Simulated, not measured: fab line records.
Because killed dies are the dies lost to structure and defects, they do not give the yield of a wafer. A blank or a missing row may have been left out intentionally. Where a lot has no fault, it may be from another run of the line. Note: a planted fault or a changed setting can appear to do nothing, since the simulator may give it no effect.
fab line records	flow nand_harc	part 1 of 2: steps 1 to 28 of 33
record lots=5	wafers=15	last_day=34
route steps=1302 shown P_M2@338 P_BONDPAD@351
lots that met no fault: from a run of the same line without faults
start_h: start of the lot's first displayed wafer, in hours after the record's first day	wait_h: hours from the lot's prior step to this one	" as in the row above	L1.1+2: a single row standing in for several wafers	- no value, or no start given	* or withheld: withheld	< > ~ a bound
route shown NAME@n: NAME is a module with steps in the file, n the number in the route of the first one	usual: average and standard deviation across the fault-free wafers	same: alike in all rows	chamber/n: place in a boat	sites: the reading at each site	_std_site: the standard deviation of these	_edge_site: inner sites' mean taken away from outer sites' mean	radius_mm: how far each site lies from the wafer's centre	mask NAME#n: copy n	behind: tool/chamber where the wafer was last shaped	hold: what put the lot on hold/how long, in hours/how the hold closed	device: the n, p or np transistor that did not switch	end of line: tests of these same wafers at the route's end	step lacking rows: just its recipe	killed: dies lost to structure and defects at the first sort, not the wafer's yield	map: per-die view of a wafer (x killed, . not killed, _ where there is no die)
set.NAME: the setting as run; set.NAME@STEP: as run at that earlier step	model.NAME: the simulator's own value behind a step, which no gauge read
a table for each step, a row for each wafer; lots at some steps of the route
services: the hour from which a tool's chamber was out of use, counted from the record's first day as start_h (under 0 if before that day), plus the number of hours and why
## steps
# step NHARC_P_M2_DEGAS_29
# recipe temp_c=250	time_s=60
# usual heater_power_w=332/45
lot.wafer	tool	chamber	start_h	wait_h	heater_power_w
L078.1	pvd_sputter-01	-	176.03	-	300
L078.4	"	-	"	"	336
L078.3	"	-	"	"	395
L081.2	pvd_sputter-01	-	203.33	-	252
L081.4	"	-	"	"	286
L081.6	"	-	"	"	296
L085.4	pvd_sputter-01	-	246.65	-	377
L085.6	"	-	"	"	374
L085.5	"	-	"	"	266
L091.4	pvd_sputter-01	-	307.02	-	299
L091.1	"	-	"	"	369
L091.6	"	-	"	"	297
L097.2	pvd_sputter-01	-	367.54	-	380
L097.1	"	-	"	"	263
L097.4	"	-	"	"	307
# step NHARC_P_M2_PRE_CLEAN_30
# recipe time_s=30	temp_c=280	gas=H2/He
# usual heater_power_w=412/53
lot.wafer	tool	chamber	start_h	wait_h	heater_power_w
L078.3	pvd_sputter-01	-	-	-	365
L078.1	"	-	"	"	416
L078.4	"	-	"	"	488
L081.2	pvd_sputter-01	-	-	-	307
L081.4	"	-	"	"	427
L081.6	"	-	"	"	483
L085.4	pvd_sputter-01	-	-	-	364
L085.5	"	-	"	"	324
L085.6	"	-	"	"	376
L091.1	pvd_sputter-01	-	-	-	469
L091.4	"	-	"	"	325
L091.6	"	-	"	"	416
L097.4	pvd_sputter-01	-	-	-	329
L097.2	"	-	"	"	403
L097.1	"	-	"	"	442
# step NHARC_P_M2_PVD_20
# recipe target_thk_a=50	bias_v=168.6	power_w=15000	chamber_pressure_pa=0.12	time_s=8.06	substrate_temp_c=50	material=TaN
# usual throttle_valve_pct=30.4/0.73
lot.wafer	tool	chamber	start_h	wait_h	throttle_valve_pct
L078.4	pvd_sputter-01	-	-	-	30.0
L078.1	"	-	"	"	30.8
L078.3	"	-	"	"	30.7
L081.4	pvd_sputter-01	-	-	-	30.7
L081.2	"	-	"	"	30.5
L081.6	"	-	"	"	31.0
L085.4	pvd_sputter-01	-	-	-	30.7
L085.6	"	-	"	"	30.0
L085.5	"	-	"	"	30.8
L091.1	pvd_sputter-01	-	-	-	30.5
L091.4	"	-	"	"	30.5
L091.6	"	-	"	"	30.1
L097.1	pvd_sputter-01	-	-	-	31.1
L097.2	"	-	"	"	30.5
L097.4	"	-	"	"	30.2
# step NHARC_P_M2_PVD_21
# recipe target_thk_a=300	chamber_pressure_pa=5	power_w=5000	substrate_temp_c=30	time_s=20.49	material=Cu
# usual throttle_valve_pct=30.4/0.7
lot.wafer	tool	chamber	start_h	wait_h	throttle_valve_pct
L078.4	pvd_sputter-01	-	-	-	30.8
L078.3	"	-	"	"	30.2
L078.1	"	-	"	"	30.0
L081.4	pvd_sputter-01	-	-	-	29.9
L081.2	"	-	"	"	30.8
L081.6	"	-	"	"	30.2
L085.4	pvd_sputter-01	-	-	-	30.4
L085.6	"	-	"	"	30.9
L085.5	"	-	"	"	30.5
L091.4	pvd_sputter-01	-	-	-	30.2
L091.1	"	-	"	"	30.3
L091.6	"	-	"	"	29.7
L097.4	pvd_sputter-01	-	-	-	30.1
L097.2	"	-	"	"	30.4
L097.1	"	-	"	"	31.3
# step NHARC_P_M2_ECD_22
# recipe target_thk_a=4000	bath_temp_c=25	material=Cu
lot.wafer	tool	chamber	start_h	wait_h
L078.1+3+4	ecd_cu-01	1,0,1	176.44	-
L081.2+4+6	ecd_cu-01	1	203.74	-
L085.4+6+5	ecd_cu-01	1,1,0	247.11	-
L091.1+4+6	ecd_cu-01	1	307.43	-
L097.2+1+4	ecd_cu-01	0,1,1	367.90	-
# step NHARC_P_M2_ANNEAL_31
# recipe temp_c=225	time_s=90
# usual wafer_temp_C_max=226.3/0.47
lot.wafer	tool	chamber	start_h	wait_h	wafer_temp_C_max
L078.1	rtp_anneal-01	0	176.76	-	225.7
L078.3	"	0	"	"	225.8
L078.4	"	0	"	"	226.1
L081.2	rtp_anneal-02	0	204.12	-	226.4
L081.4	"	0	"	"	226.2
L081.6	"	0	"	"	227.0
L085.4	rtp_anneal-02	0	247.54	-	226.7
L085.5	"	0	"	"	226.4
L085.6	"	0	"	"	226.5
L091.1	rtp_anneal-01	0	307.76	0.3	226.0
L091.4	"	0	"	"	225.8
L091.6	"	0	"	"	225.9
L097.1	rtp_anneal-02	0	368.31	0.3	226.4
L097.2	"	0	"	"	226.4
L097.4	"	0	"	"	226.7
# step NHARC_P_M2_CMP_23
# recipe t_overpolish_s=20	target_thk_nm=144.3
# usual motor_current_A=12.1/1	time_to_endpoint_s=28.5/2.6
lot.wafer	tool	chamber	start_h	wait_h	motor_current_A	time_to_endpoint_s
L078.1	cmp-02	0	177.11	-	12.4	24.8
L078.4	"	1	"	"	11.2	25.4
L078.3	"	3	"	"	11.0	25.9
L081.4	cmp-01	3	204.41	-	11.6	29.6
L081.2	"	0	"	"	12.1	31.2
L081.6	"	0	"	"	12.5	29.4
L085.4	cmp-04	2	247.82	-	13.2	31.0
L085.6	"	3	"	"	11.9	28.2
L085.5	"	0	"	"	12.7	36.3
L091.1	cmp-04	2	308.11	-	13.7	28.9
L091.4	"	3	"	"	12.3	28.0
L091.6	"	2	"	"	13.8	26.7
L097.2	cmp-01	1	368.65	-	12.1	28.8
L097.4	"	2	"	"	10.6	26.6
L097.1	"	0	"	"	12.6	29.2
# step NHARC_P_M2_THK_MEAS_24
# recipe thk_meas_gauge=xrf
# usual thk_nm=144.2/1.4
lot.wafer	tool	chamber	start_h	wait_h	thk_nm
L078.1	film_metro-01	-	177.42	-	142.6
L078.3	"	-	"	"	146.1
L078.4	"	-	"	"	145.5
L081.2	film_metro-01	-	204.72	-	143.9
L081.4	"	-	"	"	143.1
L081.6	"	-	"	"	143.1
L085.4	film_metro-02	-	248.05	-	146.1
L085.5	"	-	"	"	145.5
L085.6	"	-	"	"	145.3
L091.1	film_metro-02	-	308.42	-	144.2
L091.4	"	-	"	"	145.8
L091.6	"	-	"	"	145.9
L097.1	film_metro-01	-	368.97	-	143.7
L097.2	"	-	"	"	143.8
L097.4	"	-	"	"	142.7
# step NHARC_P_M2_SRD_25
lot.wafer	tool	chamber	start_h	wait_h
L078.1+3+4	wet_bench-10	2,3,4	177.46	0.0
L081.4+2+6	wet_bench-08	2,6,7	204.76	0.0
L085.6+4+5	wet_bench-10	1,3,4	248.09	0.0
L091.1+4+6	wet_bench-10	3,4,7	308.46	0.0
L097.1+4+2	wet_bench-08	0,2,5	369.01	0.0
# step NHARC_P_M2_INSPECT_27
# usual raw_defect_count=307/110
lot.wafer	tool	chamber	start_h	wait_h	raw_defect_count
L078.1	defect_inspect-01	-	177.58	0.0	153
L078.3	"	-	"	"	283
L078.4	"	-	"	"	223
L081.2	defect_inspect-01	-	204.87	0.0	427
L081.4	"	-	"	"	429
L081.6	"	-	"	"	399
L085.4	defect_inspect-01	-	248.21	0.0	431
L085.5	"	-	"	"	396
L085.6	"	-	"	"	477
L091.1	defect_inspect-01	-	308.58	0.0	161
L091.4	"	-	"	"	387
L091.6	"	-	"	"	336
L097.1	defect_inspect-01	-	369.12	0.0	429
L097.2	"	-	"	"	392
L097.4	"	-	"	"	442
# step NHARC_P_M2_PRE_CLEAN_32
# recipe time_s=12	temp_c=370	rf_power_w=300	gas=NH3
# usual heater_power_w=607/91
lot.wafer	tool	chamber	start_h	wait_h	heater_power_w
L078.1	pecvd-01	0	177.66	0.1	735
L078.3	"	1	"	"	527
L078.4	"	1	"	"	529
L081.2	pecvd-01	0	204.96	0.1	679
L081.6	"	2	"	"	614
L081.4	"	1	"	"	627
L085.6	pecvd-01	2	248.31	0.1	580
L085.5	"	0	"	"	650
L085.4	"	1	"	"	592
L091.1	pecvd-03	0	308.64	0.1	588
L091.4	"	1	"	"	534
L091.6	"	2	"	"	726
L097.1	pecvd-04	1	369.19	0.1	644
L097.2	"	0	"	"	709
L097.4	"	1	"	"	655
# step NHARC_P_M2_DEP_33
# recipe target_thk_a=300	temp_c=370	target_thk_nm=30	pressure_torr=3	flow_sccm=200	rf_w=450	material=SiCN
# usual heater_power_w=550/89
lot.wafer	tool	chamber	start_h	wait_h	heater_power_w
L078.1	pecvd-01	0	177.77	0.1	711
L078.3	"	1	"	"	535
L078.4	"	1	"	"	538
L081.2	pecvd-01	0	205.06	0.1	671
L081.6	"	2	"	"	493
L081.4	"	1	"	"	534
L085.6	pecvd-01	2	248.48	0.2	512
L085.5	"	0	"	"	689
L085.4	"	1	"	"	602
L091.1	pecvd-03	0	308.72	0.1	651
L091.4	"	1	"	"	512
L091.6	"	2	"	"	602
L097.1	pecvd-04	1	369.27	0.1	576
L097.2	"	0	"	"	553
L097.4	"	1	"	"	564
# step NHARC_P_BONDPAD_DEP_00
# recipe target_thk_a=2500	temp_c=370	target_thk_nm=250	pressure_torr=3	flow_sccm=200	rf_w=450	material=SiCN
# usual heater_power_w=558/88
lot.wafer	tool	chamber	start_h	wait_h	heater_power_w
L078.3	pecvd-04	2	178.18	-	407
L078.1	"	0	"	"	622
L078.4	"	0	"	"	495
L081.2	pecvd-03	1	205.44	-	526
L081.6	"	1	"	"	525
L081.4	"	2	"	"	653
L085.6	pecvd-03	1	248.90	-	573
L085.5	"	2	"	"	691
L085.4	"	0	"	"	577
L091.1	pecvd-01	1	309.18	-	566
L091.6	"	1	"	"	559
L091.4	"	2	"	"	501
L097.1	pecvd-01	2	369.68	-	556
L097.2	"	1	"	"	655
L097.4	"	1	"	"	625
# step NHARC_P_BONDPAD_CMP_32
# recipe target_thk_nm=200	material=SiCN
# usual motor_current_A=12.1/1
lot.wafer	tool	chamber	start_h	wait_h	motor_current_A
L078.3	cmp-02	3	178.55	-	11.5
L078.1	"	0	"	"	13.5
L078.4	"	2	"	"	12.1
L081.4	cmp-02	0	205.89	-	12.9
L081.2	"	1	"	"	11.4
L081.6	"	3	"	"	11.0
L085.4	cmp-03	3	249.25	-	11.6
L085.5	"	0	"	"	10.9
L085.6	"	1	"	"	11.2
L091.4	cmp-02	3	309.57	-	10.5
L091.1	"	0	"	"	12.9
L091.6	"	2	"	"	11.3
L097.4	cmp-02	1	370.09	-	11.7
L097.1	"	2	"	"	11.3
L097.2	"	3	"	"	10.8
# step NHARC_P_BONDPAD_THK_MEAS_33
# recipe thk_meas_gauge=ellipsometry
# usual thk_nm=199.5/1.7
lot.wafer	tool	chamber	start_h	wait_h	thk_nm
L078.1	film_metro-02	-	178.80	0.2	199.6
L078.3	"	-	"	"	200.5
L078.4	"	-	"	"	197.1
L081.2	film_metro-01	-	206.09	0.2	198.5
L081.4	"	-	"	"	199.4
L081.6	"	-	"	"	199.3
L085.4	film_metro-02	-	249.42	0.2	200.9
L085.5	"	-	"	"	201.2
L085.6	"	-	"	"	203.5
L091.1	film_metro-02	-	309.80	0.2	200.9
L091.4	"	-	"	"	200.5
L091.6	"	-	"	"	200.4
L097.1	film_metro-02	-	370.34	0.2	198.2
L097.2	"	-	"	"	198.2
L097.4	"	-	"	"	197.1
# step NHARC_P_BONDPAD_SRD_34
lot.wafer	tool	chamber	start_h	wait_h
L078.1+3+4	wet_bench-10	7,2,3	178.84	0.0
L081.2+4+6	wet_bench-08	3,7,0	206.13	0.0
L085.5+6+4	wet_bench-08	1,4,6	249.46	0.0
L091.4+1+6	wet_bench-10	5,7,1	309.84	0.0
L097.1+4+2	wet_bench-08	4,5,1	370.38	0.0
# step NHARC_P_BONDPAD_DEHYDRATE_01
# recipe temp_c=150	time_s=120
# usual exhaust_pa=44.8/0.96	resist_line_temp_C=23.02/0.13
lot.wafer	tool	chamber	start_h	wait_h	exhaust_pa	resist_line_temp_C
L078.1	litho_track-07	0	178.92	0.1	44.8	23.03
L078.3	"	0	"	"	44.0	23.02
L078.4	"	0	"	"	45.5	22.97
L081.2	litho_track-07	0	206.22	0.1	44.2	22.74
L081.4	"	0	"	"	44.8	22.86
L081.6	"	0	"	"	44.1	22.91
L085.4	litho_track-02	0	249.55	0.1	45.8	23.10
L085.5	"	0	"	"	43.3	23.10
L085.6	"	0	"	"	44.5	23.09
L091.1	litho_track-07	0	309.92	0.1	43.3	23.00
L091.4	"	0	"	"	44.1	22.91
L091.6	"	0	"	"	44.9	22.75
L097.1	litho_track-02	0	370.46	0.1	45.8	23.11
L097.2	"	0	"	"	46.5	22.99
L097.4	"	0	"	"	45.0	23.09
# step NHARC_P_BONDPAD_HMDS_02
# recipe time_s=30
# usual exhaust_pa=45.0/0.91	resist_line_temp_C=23.02/0.11
lot.wafer	tool	chamber	start_h	wait_h	exhaust_pa	resist_line_temp_C
L078.1	litho_track-07	0	-	-	44.5	22.91
L078.3	"	0	"	"	44.7	23.10
L078.4	"	0	"	"	45.9	22.99
L081.2	litho_track-07	0	-	-	45.5	23.17
L081.4	"	0	"	"	46.1	22.97
L081.6	"	0	"	"	44.7	23.13
L085.4	litho_track-02	0	-	-	45.8	23.00
L085.5	"	0	"	"	46.8	23.16
L085.6	"	0	"	"	46.9	23.07
L091.1	litho_track-07	0	-	-	43.5	23.02
L091.4	"	0	"	"	43.7	23.18
L091.6	"	0	"	"	44.8	23.14
L097.1	litho_track-02	0	-	-	47.2	23.01
L097.2	"	0	"	"	45.1	23.17
L097.4	"	0	"	"	45.3	23.20
# step NHARC_P_BONDPAD_COAT_36
# recipe temp_c=200	time_s=65
# usual exhaust_pa=45.1/0.78	resist_line_temp_C=22.99/0.097
lot.wafer	tool	chamber	start_h	wait_h	exhaust_pa	resist_line_temp_C
L078.1	litho_track-07	0	-	-	45.6	23.06
L078.3	"	0	"	"	45.8	22.99
L078.4	"	0	"	"	44.9	23.07
L081.2	litho_track-07	0	-	-	45.4	23.00
L081.4	"	0	"	"	46.1	23.07
L081.6	"	0	"	"	45.4	22.93
L085.4	litho_track-02	0	-	-	46.2	23.09
L085.5	"	0	"	"	45.0	23.06
L085.6	"	0	"	"	45.1	23.11
L091.1	litho_track-07	0	-	-	46.8	23.10
L091.4	"	0	"	"	45.3	23.04
L091.6	"	0	"	"	45.2	23.11
L097.1	litho_track-02	0	-	-	45.4	22.94
L097.2	"	0	"	"	45.9	22.89
L097.4	"	0	"	"	45.3	22.92
# step NHARC_P_BONDPAD_COAT_03
# recipe spin_rpm=2000	resist_thk_nm=600
# usual dispense_pressure_kPa=46.2/2.7	exhaust_pa=44.9/0.86	resist_line_temp_C=23.00/0.1
lot.wafer	tool	chamber	start_h	wait_h	dispense_pressure_kPa	exhaust_pa	resist_line_temp_C
L078.1	litho_track-07	0	-	-	43.3	45.8	23.09
L078.3	"	0	"	"	43.4	44.9	23.10
L078.4	"	0	"	"	43.3	45.9	22.95
L081.2	litho_track-07	0	-	-	43.3	44.8	22.93
L081.4	"	0	"	"	43.3	45.2	22.91
L081.6	"	0	"	"	43.3	42.8	23.01
L085.4	litho_track-02	0	-	-	47.2	45.4	23.02
L085.5	"	0	"	"	47.2	44.8	22.90
L085.6	"	0	"	"	47.2	45.9	23.11
L091.1	litho_track-07	0	-	-	43.3	43.8	22.98
L091.4	"	0	"	"	43.3	44.8	22.88
L091.6	"	0	"	"	43.3	44.4	22.96
L097.1	litho_track-02	0	-	-	47.2	45.8	22.96
L097.2	"	0	"	"	47.1	44.5	23.07
L097.4	"	0	"	"	47.1	44.6	22.94
# step NHARC_P_BONDPAD_SOFTBAKE_04
# recipe temp_c=125	time_s=70
# usual exhaust_pa=45.0/0.88	resist_line_temp_C=23.00/0.11
lot.wafer	tool	chamber	start_h	wait_h	exhaust_pa	resist_line_temp_C
L078.1	litho_track-07	0	-	-	45.3	23.02
L078.3	"	0	"	"	45.0	22.97
L078.4	"	0	"	"	43.9	23.11
L081.2	litho_track-07	0	-	-	44.5	23.07
L081.4	"	0	"	"	45.3	23.07
L081.6	"	0	"	"	42.9	23.06
L085.4	litho_track-02	0	-	-	44.6	22.80
L085.5	"	0	"	"	44.7	22.79
L085.6	"	0	"	"	44.7	22.91
L091.1	litho_track-07	0	-	-	45.8	22.95
L091.4	"	0	"	"	44.3	23.09
L091.6	"	0	"	"	46.5	22.91
L097.1	litho_track-02	0	-	-	43.2	22.99
L097.2	"	0	"	"	43.4	23.20
L097.4	"	0	"	"	44.1	22.98
# step NHARC_P_BONDPAD_EBR_05
# usual exhaust_pa=44.9/0.96	resist_line_temp_C=22.97/0.096
lot.wafer	tool	chamber	start_h	wait_h	exhaust_pa	resist_line_temp_C
L078.1	litho_track-07	0	-	-	43.4	22.96
L078.3	"	0	"	"	44.8	23.02
L078.4	"	0	"	"	43.7	23.06
L081.2	litho_track-07	0	-	-	44.3	23.13
L081.4	"	0	"	"	44.8	23.08
L081.6	"	0	"	"	44.4	23.17
L085.4	litho_track-02	0	-	-	44.7	22.94
L085.5	"	0	"	"	44.9	23.08
L085.6	"	0	"	"	45.0	23.04
L091.1	litho_track-07	0	-	-	43.8	22.90
L091.4	"	0	"	"	43.8	22.95
L091.6	"	0	"	"	45.7	22.89
L097.1	litho_track-02	0	-	-	45.9	23.08
L097.2	"	0	"	"	45.3	22.91
L097.4	"	0	"	"	45.3	22.96
# step NHARC_P_BONDPAD_EXPOSE_06
# recipe na=0.55	dose_mj=37.06	mask_id=P_BPAD
lot.wafer	tool	chamber	start_h	wait_h	mask
L078.1+3+4	krf_scanner-01	0	179.21	-	P_BPAD#0
L081.2+4+6	krf_scanner-03	0	206.51	-	P_BPAD#0
L085.4+5+6	krf_scanner-01	0	249.85	-	P_BPAD#0
L091.1+4+6	krf_scanner-01	0	310.21	-	P_BPAD#0
L097.1+2+4	krf_scanner-03	0	370.63	-	P_BPAD#0
# step NHARC_P_BONDPAD_PEB_07
# recipe peb_temp_c=128	peb_time_s=80
# usual exhaust_pa=45.1/0.79	resist_line_temp_C=22.99/0.096
lot.wafer	tool	chamber	start_h	wait_h	exhaust_pa	resist_line_temp_C
L078.1	litho_track-05	0	179.28	0.1	45.5	23.16
L078.3	"	0	"	"	45.4	23.02
L078.4	"	0	"	"	44.8	22.98
L081.2	litho_track-07	0	206.57	0.1	46.3	22.92
L081.4	"	0	"	"	45.8	23.14
L081.6	"	0	"	"	45.6	22.89
L085.4	litho_track-05	0	249.90	0.0	45.4	22.90
L085.5	"	0	"	"	46.6	22.86
L085.6	"	0	"	"	45.4	22.91
L091.1	litho_track-07	0	310.28	0.1	44.6	22.96
L091.4	"	0	"	"	44.2	22.92
L091.6	"	0	"	"	44.3	22.95
L097.1	litho_track-07	0	370.69	0.1	44.3	23.12
L097.2	"	0	"	"	46.1	23.09
L097.4	"	0	"	"	44.8	22.97
# step NHARC_P_BONDPAD_DEVELOP_08
# recipe time_s=50	dev_temp_c=22
# usual exhaust_pa=44.8/0.88	resist_line_temp_C=22.99/0.11
lot.wafer	tool	chamber	start_h	wait_h	exhaust_pa	resist_line_temp_C
L078.1	litho_track-05	0	-	-	43.4	23.00
L078.3	"	0	"	"	43.1	22.98
L078.4	"	0	"	"	44.3	22.96
L081.2	litho_track-07	0	-	-	44.5	23.06
L081.4	"	0	"	"	44.0	23.06
L081.6	"	0	"	"	43.1	22.86
L085.4	litho_track-05	0	-	-	45.3	22.97
L085.5	"	0	"	"	44.8	22.95
L085.6	"	0	"	"	43.6	22.96
L091.1	litho_track-07	0	-	-	44.0	22.86
L091.4	"	0	"	"	45.6	22.81
L091.6	"	0	"	"	45.0	22.72
L097.1	litho_track-07	0	-	-	43.9	22.91
L097.2	"	0	"	"	44.7	22.87
L097.4	"	0	"	"	43.4	23.21
# step NHARC_P_BONDPAD_CD_MEAS_09
# recipe target_cd_nm=500	landing_energy_ev=500
# usual cd_nm=499.6/1.8
lot.wafer	tool	chamber	start_h	wait_h	cd_nm
L078.1	cd_sem-03	0	179.36	-	498.4
L078.3	"	0	"	"	497.6
L078.4	"	0	"	"	500.2
L081.2	cd_sem-03	0	206.66	-	499.7
L081.4	"	0	"	"	499.8
L081.6	"	0	"	"	501.2
L085.4	cd_sem-02	0	249.99	-	499.7
L085.5	"	0	"	"	496.1
L085.6	"	0	"	"	497.2
L091.1	cd_sem-01	0	310.36	-	498.2
L091.4	"	0	"	"	498.6
L091.6	"	0	"	"	499.3
L097.1	cd_sem-03	0	370.78	-	498.8
L097.2	"	0	"	"	499.8
L097.4	"	0	"	"	502.0
# step NHARC_P_BONDPAD_OVL_MEAS_38
# usual overlay_x_nm=-1/6.9	overlay_y_nm=0/5.2
lot.wafer	tool	chamber	start_h	wait_h	overlay_x_nm	overlay_y_nm
L078.1	overlay-02	-	179.45	-	-7	-11
L078.3	"	-	"	"	-7	-11
L078.4	"	-	"	"	-7	-10
L081.2	overlay-02	-	206.75	-	-5	-4
L081.4	"	-	"	"	-5	-4
L081.6	"	-	"	"	-6	-4
L085.4	overlay-02	-	250.08	-	-3	3
L085.5	"	-	"	"	-3	3
L085.6	"	-	"	"	-4	3
L091.1	overlay-02	-	310.45	-	-8	5
L091.4	"	-	"	"	-7	5
L091.6	"	-	"	"	-7	5
L097.1	overlay-02	-	370.87	-	2	-5
L097.2	"	-	"	"	2	-5
L097.4	"	-	"	"	2	-5
# step NHARC_P_BONDPAD_HARDBAKE_10
# recipe temp_c=118	time_s=65
# usual exhaust_pa=44.9/0.92	resist_line_temp_C=22.98/0.1
lot.wafer	tool	chamber	start_h	wait_h	exhaust_pa	resist_line_temp_C
L078.1	litho_track-02	0	179.50	0.0	46.1	23.14
L078.3	"	0	"	"	45.5	23.01
L078.4	"	0	"	"	44.9	22.95
L081.2	litho_track-02	0	206.80	0.0	45.7	23.10
L081.4	"	0	"	"	45.0	23.07
L081.6	"	0	"	"	45.2	23.11
L085.4	litho_track-02	0	250.13	0.1	46.0	22.96
L085.5	"	0	"	"	45.6	23.01
L085.6	"	0	"	"	45.9	23.11
L091.1	litho_track-07	0	310.50	0.0	44.3	22.84
L091.4	"	0	"	"	44.1	22.98
L091.6	"	0	"	"	44.8	22.92
L097.1	litho_track-05	0	370.91	0.0	45.1	23.09
L097.2	"	0	"	"	45.1	22.98
L097.4	"	0	"	"	45.9	22.88
